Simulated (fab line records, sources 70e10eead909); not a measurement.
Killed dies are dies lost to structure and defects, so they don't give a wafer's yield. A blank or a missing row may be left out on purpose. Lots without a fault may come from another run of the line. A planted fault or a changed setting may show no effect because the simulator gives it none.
Chamber matching | flow nand_harc | NHARC_A_CONTACT_ETCH_92 on rie_diel-03: 4 sister chambers
The step etches the open film in CH3F/O2, target depth 40 nm, time 85.7 s. 4 wafers are shown with their chamber, then 11 later ones without.

WAFERS WITH THEIR CHAMBER
wafer  | chamber | showerhead_plenum_p_Torr (Torr)
L082.3 | 3       | 2.29
L082.5 | 0       | 2.37
L089.5 | 1       | 2.49
L088.2 | 2       | 2.32

WAFERS WITHOUT THEIR CHAMBER
wafer  | showerhead_plenum_p_Torr (Torr)
L088.4 | 2.28
L088.6 | 2.32
L093.1 | 2.28
L093.2 | 2.49
L093.3 | 2.31
L092.1 | 2.36
L092.3 | 2.49
L092.5 | 2.31
L095.3 | 2.49
L095.5 | 2.36
L095.6 | 2.49

WHICH CHAMBER EACH WENT THROUGH
wafer  | from the rows above     | in truth
L088.4 | 3                       | 3
L088.6 | 2                       | 2
L093.1 | 3                       | 3
L093.2 | 1                       | 1
L093.3 | can't be placed: 2 or 3 | 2
L092.1 | 0                       | 0
L092.3 | 1                       | 1
L092.5 | can't be placed: 2 or 3 | 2
L095.3 | 1                       | 1
L095.5 | 0                       | 0
L095.6 | 1                       | 1
Placed correctly: 9 of 11. Can't be placed from these rows: 2 (the true chamber is among the candidates in 2). Placed wrongly: 0.
How it was worked out, from the rows above alone: a wafer's distance from a chamber is the root of the sum, over the readings, of the square of ((its reading less the chamber's mean) divided by the reading's scatter). The wafer belongs to the nearest chamber; if the next one is less than 2 further off, it can't be placed. A chamber's mean is the mean of its shown wafers. The scatter: with one shown wafer a chamber, the root of the mean of the squares of how far each hidden wafer lies from its nearest shown one.
